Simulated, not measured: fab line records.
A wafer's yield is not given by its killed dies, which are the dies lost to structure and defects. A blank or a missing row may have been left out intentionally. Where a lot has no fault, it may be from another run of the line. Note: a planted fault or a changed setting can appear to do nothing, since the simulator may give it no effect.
Matching of chambers | flow n5-finfet | N5_GATE_CUT_CMP_02 on cmp-02 has 4 sister chambers
The step polishes, stops on SiO2, t overpolish 12.7 s, target thk 0 nm. 4 wafers are shown with their chamber, then 8 later ones without.

EACH WAFER AND ITS CHAMBER
wafer  | chamber | motor-current-A (A)
L078.6 | 0       | 8.8
L083.1 | 1       | 8.1
L083.5 | 2       | 9.1
L085.3 | 3       | 9.8

WAFERS WHOSE CHAMBER IS MISSING
wafer  | motor-current-A (A)
L085.5 | 8.3
L085.6 | 9.1
L095.1 | 9.3
L095.3 | 8.9
L095.6 | 8.7
L097.1 | 8.4
L097.3 | 8.4
L097.6 | 8.5

EACH ONE'S CHAMBER
wafer  | from the rows above          | in truth
L085.5 | can't be placed: 1 or 0      | 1
L085.6 | can't be placed: 2 or 0      | 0
L095.1 | can't be placed: 2 or 0 or 3 | 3
L095.3 | can't be placed: 0 or 2      | 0
L095.6 | can't be placed: 0 or 2      | 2
L097.1 | can't be placed: 1 or 0 or 2 | 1
L097.3 | can't be placed: 1 or 0 or 2 | 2
L097.6 | can't be placed: 0 or 1 or 2 | 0
Placed correctly: 0 of 8. Can't be placed from these rows: 8 (the true chamber is among the candidates in 8). Wrongly placed: 0.
How it was worked out, from the rows above alone: a wafer's distance from a chamber is the root of the sum, over the readings, of the square of ((its reading less the chamber's mean) divided by the reading's scatter). The wafer belongs to the nearest chamber; if the next one is less than 2 further off, it can't be placed. For every chamber, the mean is computed from those of its wafers that are shown. The scatter: with one shown wafer a chamber, the root of the mean of the squares of how far each hidden wafer lies from its nearest shown one.
